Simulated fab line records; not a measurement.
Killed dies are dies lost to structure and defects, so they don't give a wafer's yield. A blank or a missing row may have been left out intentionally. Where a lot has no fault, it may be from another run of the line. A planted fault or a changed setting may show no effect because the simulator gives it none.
Problem report, 8D (eight disciplines) form, completed by code -- flow nand harc -- the parts of the form that need people (team, actions taken, sign-off) are left out

## 1. WHAT IS WRONG
Mean of raw defect count at NHARC_A_CHANNEL_HOLE_D2_INSPECT_12: 492 across 6 wafers in 2 lots; on wafers with no fault it is 27 (standard deviation 21). Relative to the usual mean, that is a shift of +22 standard deviations.
First observed at day 17 20:21: wafer L461.2, on defect inspect-02. Wafers with a number at this step in the record: 33, from 11 lots. Rule for "out", or "out of limits": more than 4 standard deviations from the usual mean. The other wafers with a number count as sound.

## 2. WHAT IT IS; WHAT IT IS NOT
question,is,is not
which readings at this step,raw defect count,-
which lots,"L461, L462","L452, L453, L455, L458, L469, L470, L471, L472, L473"
which wafers of those lots,all that have a number,-
read on which gauges,defect inspect-02,defect inspect-01
when,from day 17 20:21,"up to then (12 sound wafers); but 15 sound wafers of L469, L470, L471, L472, L473 came after"

## 3. WHAT RULES OUT EACH SUSPECT
Counting: a tool stays on the suspect list if, at a process step up to the reading, it processed all lots that are out and no sound lot following the first of them.
- the gauge at NHARC_A_CHANNEL_HOLE_D2_INSPECT_12: ruled out. All the wafers that are out were read on defect inspect-02, but those of them that NHARC_A_CHANNEL_HOLE_D2_INSPECT_40 has rows for are out there too, on other tools.
- acl dep-01 at NHARC_A_CHANNEL_HOLE_D2_DEP_00 (deposits aC, target thk 3100 nm): ruled out as a lasting fault. Sound lots L470, L473 ran on it after its first lot that is out, L461 (day 17 17:55).
Left after counting: nothing in the record.

## 4. THE CAUSE (what the simulator had put in)
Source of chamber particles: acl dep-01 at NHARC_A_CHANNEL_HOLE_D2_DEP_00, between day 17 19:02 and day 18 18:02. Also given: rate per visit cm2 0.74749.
Counting ruled it out, wrongly: the rule takes a fault to strike every lot that its tool runs from its start on, and this one did not.

## 5. THE CHAIN OF EFFECTS, in route order
Each row: a reading where the mean over the struck wafers with a number is more than 3 standard deviations away from the usual. Readings are gone through only where the record gives a usual standard deviation; hours: the median, over the lots, of the time from a lot's start at the first step in this table giving one to that lot's start at this step; sigmas: the change measured in usual standard deviations.
hours,step,reading,usual,on struck wafers,change,sigmas
0,NHARC_A_CHANNEL_HOLE_D2_INSPECT_12,raw defect count,27,492,+464,+22
7,NHARC_A_CHANNEL_HOLE_D2_INSPECT_40,raw defect count,271,682,+412,+4.8
263,NHARC_END_SORT_01,killed at array,44,114,+70,+4.4
263,NHARC_END_SORT_01,killed dies,48,118,+70,+4.4

## 6. WHAT WOULD HAVE CAUGHT IT SOONER
In this record the first reading out of limits at a measuring or inspecting step was taken at day 17 20:21, 1 hour after the fault began at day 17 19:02.
An alarm limit of 4 standard deviations would not have fired on the tool readings at NHARC_A_CHANNEL_HOLE_D2_DEP_00 for which the record gives a usual standard deviation, since none of them was out on any struck wafer.
